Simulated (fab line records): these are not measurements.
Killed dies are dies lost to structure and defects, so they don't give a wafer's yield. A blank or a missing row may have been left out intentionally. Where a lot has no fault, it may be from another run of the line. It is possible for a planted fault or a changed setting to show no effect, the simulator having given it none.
Which tool did it? | flow n5-finfet | 21 wafers from 7 lots sampled at 8 of the route's 1938 steps

WHAT THE GAUGES READ, wafer by wafer
N5_BEOL_M11_CD_MEAS_18: pitch 140 nm, target cd 70 nm.
lot  | measured     | on        | cd-nm (nm)
L474 | day 13 02:18 | cd-sem-02 | 70.4 70.4 69.1
L475 | day 13 17:02 | cd-sem-03 | 69.2 69.9 68.4
L480 | day 14 15:29 | cd-sem-03 | 69.9 70.8 70.5
L481 | day 15 03:14 | cd-sem-01 | 70.1 68.0 68.2
L487 | day 16 17:04 | cd-sem-03 | 67.5 68.3 68.0
L488 | day 16 17:21 | cd-sem-01 | 69.5 70.3 71.1
L496 | day 18 23:10 | cd-sem-01 | 69.0 68.9 69.8

N5_BEOL_M11_INSPECT_30: inspects for defects (brightfield).
lot  | measured     | on                | raw-defect-count
L474 | day 13 03:15 | defect-inspect-01 | 307 322 354
L475 | day 13 17:32 | defect-inspect-01 | 268 330 327
L480 | day 14 16:25 | defect-inspect-02 | 498 456 329
L481 | day 15 05:14 | defect-inspect-01 | 567 397 562
L487 | day 16 18:19 | defect-inspect-01 | 475 286 311
L488 | day 16 18:09 | defect-inspect-02 | 449 516 495
L496 | day 18 23:41 | defect-inspect-02 | 412 402 501

N5_BEOL_M11_OCD_MEAS_38.
lot  | measured     | on     | trench-depth-nm (nm)
L474 | day 13 03:47 | ocd-01 | 151 151 150
L475 | day 13 18:04 | ocd-01 | 151 155 151
L480 | day 14 16:57 | ocd-02 | 146 149 150
L481 | day 15 05:59 | ocd-02 | 147 148 149
L487 | day 16 19:10 | ocd-01 | 149 192 151
L488 | day 16 18:42 | ocd-01 | 155 151 150
L496 | day 19 00:34 | ocd-01 | 151 147 148

N5_BEOL_M11_THK_MEAS_53: measures by xrf.
lot  | measured     | on            | M11_THK (nm)
L474 | day 13 05:46 | film-metro-02 | 145 145 145
L475 | day 13 21:28 | film-metro-01 | 148 151 146
L480 | day 14 19:41 | film-metro-01 | 139 143 141
L481 | day 15 09:32 | film-metro-01 | 134 141 137
L487 | day 16 22:25 | film-metro-02 | 142 187 144
L488 | day 16 21:31 | film-metro-01 | 150 145 143
L496 | day 19 04:21 | film-metro-01 | 145 144 144

N5_BEOL_M11_RS_MEAS_57: a four-point-probe measurement.
lot  | measured     | on            | M11_RS (ohm/sq)
L474 | day 13 05:54 | film-metro-01 | 0.150 0.150 0.150
L475 | day 13 21:37 | film-metro-01 | 0.144 0.140 0.145
L480 | day 14 19:49 | film-metro-02 | 0.155 0.151 0.153
L481 | day 15 09:40 | film-metro-02 | 0.161 0.153 0.156
L487 | day 16 22:32 | film-metro-01 | 0.152 0.112 0.149
L488 | day 16 21:41 | film-metro-01 | 0.145 0.150 0.152
L496 | day 19 04:28 | film-metro-01 | 0.148 0.150 0.150

N5_BEOL_M15_RC_MEAS_101.
lot  | measured     | on        | etest-temp-c (C)  | COMB_M10 (S/m)             | COMB_M12 (S/m)          | COMB_M13 (S/m)          | COMB_M14 (S/m)          | COMB_M15 (S/m)          | COMB_M5 (S/m)           | COMB_M6 (S/m)           | COMB_M7 (S/m)           | COMB_M7_max_site (S/m)  | COMB_M8 (S/m)           | COMB_M9 (S/m)              | SERP_M10 (ohm/um) | SERP_M11 (ohm/um) | SERP_M11_max_site (ohm/um) | SERP_M12 (ohm/um) | SERP_M13 (ohm/um) | SERP_M14 (ohm/um) | SERP_M5 (ohm/um) | SERP_M5_max_site (ohm/um) | SERP_M6 (ohm/um) | SERP_M7 (ohm/um) | SERP_M8 (ohm/um) | SERP_M9 (ohm/um)
L474 | day 14 06:57 | prober-02 | 24.86 24.96 24.95 | 1.53e-11 1.47e-11 2.28e-11 | 6.2e-12 5.9e-12 5.8e-12 | 4.6e-12 3.7e-12 4.6e-12 | 2.7e-12 3.9e-12 4.2e-12 | 2.5e-12 2e-12 2.5e-12   | 3.9e-11 3e-11 3.7e-11   | 2.5e-11 1.8e-11 2.1e-11 | 3.3e-11 2.8e-11 3e-11   | 4.3e-11 4e-11 5.6e-11   | 2.9e-11 3.3e-11 3.4e-11 | 1.3e-11 1.14e-11 1.12e-11  | 3.10 3.07 2.88    | 3.05 3.02 3.15    | 3.17 3.05 3.26             | 0.617 0.646 0.634 | 0.304 0.310 0.311 | 0.163 0.162 0.160 | 38.3 38.7 38.4   | 39.5 39.8 39.6            | 14.3 15.5 13.8   | 14.2 13.0 12.8   | 13.1 14.4 14.2   | 2.94 3.02 2.90
L475 | day 15 01:16 | prober-02 | 24.93 25.09 24.91 | 1.64e-11 1.34e-11 2.39e-11 | 7.1e-12 5.7e-12 5.3e-12 | 3.7e-12 5.3e-12 5.1e-12 | 4.1e-12 2.3e-12 3e-12   | 3.7e-12 2.4e-12 2.2e-12 | 3.9e-11 3.1e-11 4.1e-11 | 2.9e-11 2.6e-11 2.4e-11 | 1.9e-11 1.8e-11 2.6e-11 | 2.2e-11 2.9e-11 3.5e-11 | 2.7e-11 2.8e-11 2.7e-11 | 1.62e-11 1.44e-11 1.49e-11 | 2.98 3.14 2.85    | 2.97 2.87 2.96    | 3.08 2.92 3.24             | 0.626 0.636 0.660 | 0.313 0.313 0.314 | 0.167 0.166 0.166 | 38.0 40.9 37.6   | 38.9 41.6 39.4            | 13.3 13.0 13.7   | 14.5 14.1 14.4   | 13.8 14.2 13.5   | 2.93 3.00 2.90
L480 | day 15 18:31 | prober-02 | 25.07 25.07 25.18 | 1.58e-11 2.16e-11 1.52e-11 | 3e-12 4e-12 7.5e-12     | 4.7e-12 2.7e-12 3.7e-12 | 2.3e-12 3.2e-12 2.9e-12 | 1.5e-12 1.5e-12 1.8e-12 | 3.4e-11 4.5e-11 4e-11   | 2.8e-11 3.3e-11 3.2e-11 | 1.8e-11 3.1e-11 2.7e-11 | 2.5e-11 5.2e-11 3.9e-11 | 3.3e-11 3.9e-11 2.9e-11 | 1.32e-11 1.66e-11 1.78e-11 | 3.06 3.32 3.13    | 3.17 3.00 3.06    | 3.31 3.09 3.11             | 0.637 0.653 0.630 | 0.308 0.300 0.315 | 0.158 0.168 0.156 | 39.2 38.7 38.8   | 40.8 40.2 40.4            | 14.0 14.2 14.0   | 14.2 14.4 15.4   | 13.7 13.2 13.2   | 3.16 2.92 3.09
L481 | day 16 12:47 | prober-01 | 25.05 25.13 25.13 | 1.61e-11 1.26e-11 1.24e-11 | 4.9e-12 6e-12 6.3e-12   | 3.5e-12 4.1e-12 2.8e-12 | 2.7e-12 4.1e-12 4e-12   | 2.6e-12 2.2e-12 2.3e-12 | 3.7e-11 2.9e-11 3.2e-11 | 2.1e-11 2.7e-11 3.4e-11 | 2.2e-11 2.2e-11 2.6e-11 | 2.8e-11 2.7e-11 3.4e-11 | 2.1e-11 2.5e-11 2.7e-11 | 1.61e-11 1.9e-11 1.14e-11  | 3.05 2.90 3.08    | 3.25 3.22 3.25    | 3.34 3.30 3.33             | 0.639 0.633 0.625 | 0.303 0.310 0.321 | 0.168 0.170 0.158 | 34.5 37.6 37.7   | 35.2 39.7 38.2            | 13.3 13.8 13.8   | 13.1 13.0 12.9   | 13.0 13.9 13.4   | 2.87 2.92 2.95
L487 | day 18 03:10 | prober-01 | 24.99 24.82 25.00 | 1.52e-11 1.34e-11 1.56e-11 | 6.1e-12 7.6e-12 5.4e-12 | 5.1e-12 5e-12 4.8e-12   | 4.7e-12 3.9e-12 4.2e-12 | 2.9e-12 2.7e-12 2.6e-12 | 3e-11 3.7e-11 3.1e-11   | 2.6e-11 2.6e-11 2.6e-11 | 3.3e-11 2.4e-11 3.7e-11 | 4.7e-11 4.3e-11 5.5e-11 | 2.2e-11 2.6e-11 2.2e-11 | 1.27e-11 1e-11 1.34e-11    | 2.86 2.92 3.09    | 3.28 2.37 3.18    | 3.32 2.47 3.22             | 0.630 0.605 0.635 | 0.314 0.319 0.306 | 0.168 0.155 0.167 | 34.0 37.4 38.2   | 35.9 38.2 39.4            | 13.2 15.3 14.1   | 14.3 14.1 14.0   | 13.4 13.0 13.0   | 2.83 2.93 2.79
L488 | day 17 23:05 | prober-02 | 25.02 24.99 25.00 | 1.26e-11 1.27e-11 1.15e-11 | 7e-12 8.3e-12 6.2e-12   | 4.7e-12 4.2e-12 5e-12   | 4.9e-12 3e-12 4.1e-12   | 1.9e-12 1.7e-12 2.1e-12 | 5.2e-11 4.8e-11 3.7e-11 | 3e-11 2.4e-11 2.5e-11   | 1.7e-11 3e-11 2.1e-11   | 2.8e-11 3.9e-11 2.4e-11 | 2.4e-11 2.2e-11 2.4e-11 | 1.61e-11 1.31e-11 1.53e-11 | 3.01 3.06 2.97    | 3.03 3.00 3.05    | 3.09 3.10 3.11             | 0.632 0.634 0.618 | 0.298 0.300 0.318 | 0.163 0.168 0.166 | 38.7 39.9 39.1   | 39.7 40.3 39.9            | 14.5 14.4 15.2   | 13.8 14.8 15.2   | 13.9 13.2 14.3   | 3.04 2.94 3.05
L496 | day 20 05:16 | prober-01 | 25.11 24.99 25.10 | 1.78e-11 1.31e-11 1.15e-11 | 5.8e-12 7.3e-12 5.8e-12 | 5e-12 6.9e-12 4.9e-12   | 3.6e-12 3.1e-12 3.2e-12 | 2e-12 2.4e-12 2.3e-12   | 3.9e-11 3.7e-11 4.3e-11 | 2.3e-11 1.7e-11 2.3e-11 | 2.5e-11 3.4e-11 3.1e-11 | 3.8e-11 5.4e-11 3.8e-11 | 3.5e-11 3.1e-11 2.2e-11 | 9e-12 1.53e-11 1.51e-11    | 3.06 3.01 3.10    | 3.07 3.14 3.04    | 3.28 3.27 3.15             | 0.604 0.617 0.632 | 0.313 0.312 0.321 | 0.158 0.161 0.175 | 37.8 37.0 37.8   | 38.1 41.0 38.2            | 13.8 14.3 13.5   | 12.9 13.2 13.1   | 13.7 14.5 13.1   | 3.01 2.93 2.84

WHAT TOOL EACH LOT RAN ON (gives the tool, then ch and the chambers of the sampled wafers, and finally the start)
lot  | N5_BEOL_M11_TRENCH_ETCH_37         | N5_BEOL_M11_PRE_CLEAN_45
L474 | rie-diel-06 ch 0,3, day 13 03:36   | pvd-sputter-03, day 13 04:20
L475 | rie-diel-06 ch 1,3, day 13 17:53   | pvd-sputter-01, day 13 19:59
L480 | rie-diel-06 ch 0,2,3, day 14 16:46 | pvd-sputter-03, day 14 17:55
L481 | rie-diel-06 ch 2,3, day 15 05:48   | pvd-sputter-03, day 15 07:00
L487 | rie-diel-06 ch 0,2,3, day 16 18:59 | pvd-sputter-03, day 16 20:40
L488 | rie-diel-06 ch 0,1, day 16 18:31   | pvd-sputter-02, day 16 19:20
L496 | rie-diel-02 ch 0,2,3, day 19 00:23 | pvd-sputter-01, day 19 01:22
- N5_BEOL_M11_TRENCH_ETCH_37: etches SiCOH lowk in C4F6/O2, target depth 148.83 nm, time 48 s.
- N5_BEOL_M11_PRE_CLEAN_45: time 30 s.

AS READ BY THE TOOLS THEMSELVES (means over the sampled wafers that have a number; for cases with no such wafer, the mark the record gives instead)
N5_BEOL_M11_TRENCH_ETCH_37.
lot  | tool        | bias-w (W) | drypump-motor-current-A (A) | oes-product-au (a.u.) | rf-fwd-power-W (W) | rf-vpp-V (V) | run-length-s (s) | showerhead-plenum-p-Torr (Torr) | throttle-valve-pct (%)
L474 | rie-diel-06 | 185.1      | 6.0                         | 0.80                  | 342.2              | 658          | 71.9             | 2.82                            | 20.74
L475 | rie-diel-06 | 184.8      | 5.4                         | 0.91                  | 343.2              | 671          | 70.8             | 2.81                            | 20.76
L480 | rie-diel-06 | 185.1      | 5.6                         | 0.81                  | 341.5              | 653          | 71.4             | 2.84                            | 20.77
L481 | rie-diel-06 | 185.1      | 5.3                         | 0.82                  | 342.3              | 649          | 71.2             | 2.86                            | 20.79
L487 | rie-diel-06 | 185.2      | 5.6                         | 0.79                  | 342.4              | 654          | 76.2             | 2.83                            | 20.80
L488 | rie-diel-06 | 185.2      | 5.9                         | 0.82                  | 341.7              | 651          | 71.4             | 2.85                            | 20.65
L496 | rie-diel-02 | 184.8      | 5.8                         | 0.75                  | 341.4              | 661          | 70.6             | 2.77                            | 21.06

N5_BEOL_M11_PRE_CLEAN_45.
lot  | tool           | heater-power-w (W)
L474 | pvd-sputter-03 | 311
L475 | pvd-sputter-01 | 329
L480 | pvd-sputter-03 | 303
L481 | pvd-sputter-03 | 328
L487 | pvd-sputter-03 | 309
L488 | pvd-sputter-02 | 359
L496 | pvd-sputter-01 | 332

THE ANSWER, worked out from the rows above alone
Rule: the usual values come from the lots themselves. Put in order of their means at a reading, lots are off if they are a third of the lots or fewer, leave a main group of 4 or more, and stand apart from it by a gap of 3 or more times the standard deviation of the main group's means; of several such gaps the widest counts. A main group whose means are all the same, to the digits that the tables above print for the reading, isn't used. A lot without any number at a reading at which 4 lots or more have one is off too. The other lots that the step has rows for count as sound. First the gauges in route order, then the tools' own readings, where a lot's mean is used as printed above. At the first step where some lot is off, the reading lying furthest off is the one used; lots without a number count as furthest.
Off, at N5_BEOL_M11_OCD_MEAS_38 on trench-depth-nm: L487. Mean 150 nm and standard deviation 1.8 in the main group.
If a tool, at a process step before that reading, ran all the lots that are off and no sound lot after the first of them, it fits. The gauges at N5_BEOL_M11_OCD_MEAS_38 aren't tried: what is off there is off at N5_BEOL_M11_TRENCH_ETCH_37 too, on other tools, and a gauge's error can't cause that. One fits: N5_BEOL_M11_TRENCH_ETCH_37 on rie-diel-06. A fault onset in the window from L488 (day 16 18:31, its last sound lot) to L487 (day 16 18:59, its first lot off) fits.
The tool's own readings at N5_BEOL_M11_TRENCH_ETCH_37 bear it out: on the lots that are off they differ by more than 5 times the standard deviation of the sound lots' means. run-length-s reads 76.2 s there against 71.2 s on the sound lots.

WHAT THE SIMULATOR HAD PUT IN
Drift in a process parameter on rie-diel-06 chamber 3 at N5_BEOL_M11_TRENCH_ETCH_37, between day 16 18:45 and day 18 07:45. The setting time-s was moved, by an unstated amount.
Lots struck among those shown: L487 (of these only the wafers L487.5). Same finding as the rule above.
